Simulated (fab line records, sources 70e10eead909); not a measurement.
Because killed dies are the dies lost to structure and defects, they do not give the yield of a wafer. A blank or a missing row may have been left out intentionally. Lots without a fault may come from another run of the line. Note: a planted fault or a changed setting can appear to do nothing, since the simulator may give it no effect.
Commonality check across tools    flow nand harc    Lots sampled 14, wafers sampled 42

WHY IT WAS OPENED
On 2 of the 14 lots, a flag is raised at NHARC_A_ONON_D2_THK_MEAS_21 on the reading thk nm. Fault-free wafers read 1000 nm, with a standard deviation of 10.
Rule: a lot is flagged in two cases, either no wafer of it has a number, or all its wafers with numbers fall more than 4 standard deviations from that mean. All remaining lots are regarded as sound.

lot   measured      on             thk nm (nm), wafer by wafer  flag
L701  day 12 21:14  film metro-01  1015 1016 1016               
L702  day 13 09:54  film metro-01  1010 1011 1011               
L703  day 13 19:29  film metro-01  975 972 973                  
L704  day 14 04:04  film metro-02  1007 1007 1005               
L705  day 14 20:06  film metro-02  988 989 989                  
L707  day 15 11:09  film metro-01  993 996 994                  
L711  day 17 07:32  film metro-02  579 581 582                  FLAGGED
L714  day 18 02:01  film metro-01  577 578 577                  FLAGGED
L719  day 20 10:08  film metro-01  1011 1012 1011               
L720  day 20 20:08  film metro-01  1000 1002 1002               
L721  day 22 02:55  film metro-01  996 994 992                  
L722  day 22 02:56  film metro-02  1008 1006 1006               
L723  day 22 10:52  film metro-02  994 995 993                  
L724  day 23 01:54  film metro-01  985 984 984                  
The mean of the flagged lots' numbers is 579 nm, -421 nm from the usual (-42 standard deviations).

EACH LOT AND THE TOOL IT RAN ON
The record keeps 1 process step preceding the reading, out of 1302 steps on the route. In each cell: the tool, then ch and the chambers that the sampled wafers went through, then the start.
lot   flag     NHARC_A_ONON_D2_DEP_19
L701           pecvd onon-02 ch 0, day 12 20:46
L702           pecvd onon-04 ch 0, day 13 09:27
L703           pecvd onon-01 ch 0, day 13 18:59
L704           pecvd onon-01 ch 0, day 14 03:36
L705           pecvd onon-02 ch 0, day 14 19:39
L707           pecvd onon-04 ch 0, day 15 10:46
L711  FLAGGED  pecvd onon-01 ch 0, day 17 07:12
L714  FLAGGED  pecvd onon-01 ch 0, day 18 01:38
L719           pecvd onon-04 ch 0, day 20 09:37
L720           pecvd onon-04 ch 0, day 20 19:41
L721           pecvd onon-01 ch 0, day 22 02:25
L722           pecvd onon-02 ch 0, day 22 02:25
L723           pecvd onon-01 ch 0, day 22 10:22
L724           pecvd onon-04 ch 0, day 23 01:26
What is done by these steps:
- NHARC_A_ONON_D2_DEP_19: target thk 1000 nm.
- NHARC_A_ONON_D2_THK_MEAS_21: measures by ellipsometry.

FLAGGED OVER TOTAL, TOOL BY TOOL (the gauges that took the reading come last)
step                         tool           lots run  flagged  share of the flagged lots  sound lots run after its first flagged lot
NHARC_A_ONON_D2_DEP_19       pecvd onon-01  6         2        all                        2 (L721,L723)
NHARC_A_ONON_D2_DEP_19       pecvd onon-02  3         0        none                       -
NHARC_A_ONON_D2_DEP_19       pecvd onon-04  5         0        none                       -
NHARC_A_ONON_D2_THK_MEAS_21  film metro-01  9         1        some                       4 (L719,L720,L721,L724)
NHARC_A_ONON_D2_THK_MEAS_21  film metro-02  5         1        some                       2 (L722,L723)

WHAT THE TABLE ALLOWS
In the table, 1 row covers all flagged lots: pecvd onon-01 at NHARC_A_ONON_D2_DEP_19.
- pecvd onon-01 at NHARC_A_ONON_D2_DEP_19 ran 6 lots, 2 of them flagged. Sound lots ran on it after the first flagged one (L721, L723), which a lasting fault on the whole tool wouldn't allow.
Every row of the table either missed a flagged lot or ran a sound lot after the first.

WHAT THE SIMULATOR HAD INSERTED
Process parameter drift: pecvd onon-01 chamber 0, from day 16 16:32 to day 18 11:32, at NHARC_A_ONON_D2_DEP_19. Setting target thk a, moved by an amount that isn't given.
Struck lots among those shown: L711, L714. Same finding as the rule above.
